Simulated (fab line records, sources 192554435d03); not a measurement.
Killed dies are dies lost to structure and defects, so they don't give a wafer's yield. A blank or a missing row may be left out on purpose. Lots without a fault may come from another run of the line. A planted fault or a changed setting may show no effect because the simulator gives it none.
Chamber matching | flow n5_finfet | N5_FIN_SAQP_ETCH_67 on rie_diel-01: 4 sister chambers
The step etches SiNx in CH3F/O2, target depth 30 nm. 4 wafers are shown with their chamber, then 12 later ones without.

WAFERS WITH THEIR CHAMBER
wafer  | chamber | drypump_motor_current_A (A)
L094.4 | 3       | 6.1
L095.1 | 2       | 5.8
L095.2 | 0       | 4.8
L095.3 | 1       | 6.3

WAFERS WITHOUT THEIR CHAMBER
wafer  | drypump_motor_current_A (A)
L095.4 | 6.1
L095.5 | 4.9
L095.6 | 6.3
L096.1 | 4.9
L096.3 | 5.8
L096.5 | 5.7
L097.1 | 6.1
L097.2 | 5.8
L097.3 | 4.8
L097.4 | 4.8
L097.5 | 5.8
L097.6 | 6.1

WHICH CHAMBER EACH WENT THROUGH
wafer  | from the rows above | in truth
L095.4 | 3                   | 3
L095.5 | 0                   | 0
L095.6 | 1                   | 1
L096.1 | 0                   | 0
L096.3 | 2                   | 2
L096.5 | 2                   | 2
L097.1 | 3                   | 3
L097.2 | 2                   | 2
L097.3 | 0                   | 0
L097.4 | 0                   | 0
L097.5 | 2                   | 2
L097.6 | 3                   | 3
Placed correctly: 12 of 12. Can't be placed from these rows: 0. Placed wrongly: 0.
How it was worked out, from the rows above alone: a wafer's distance from a chamber is the root of the sum, over the readings, of the square of ((its reading less the chamber's mean) divided by the reading's scatter). The wafer belongs to the nearest chamber; if the next one is less than 2 further off, it can't be placed. A chamber's mean is the mean of its shown wafers. The scatter: with one shown wafer a chamber, the root of the mean of the squares of how far each hidden wafer lies from its nearest shown one.
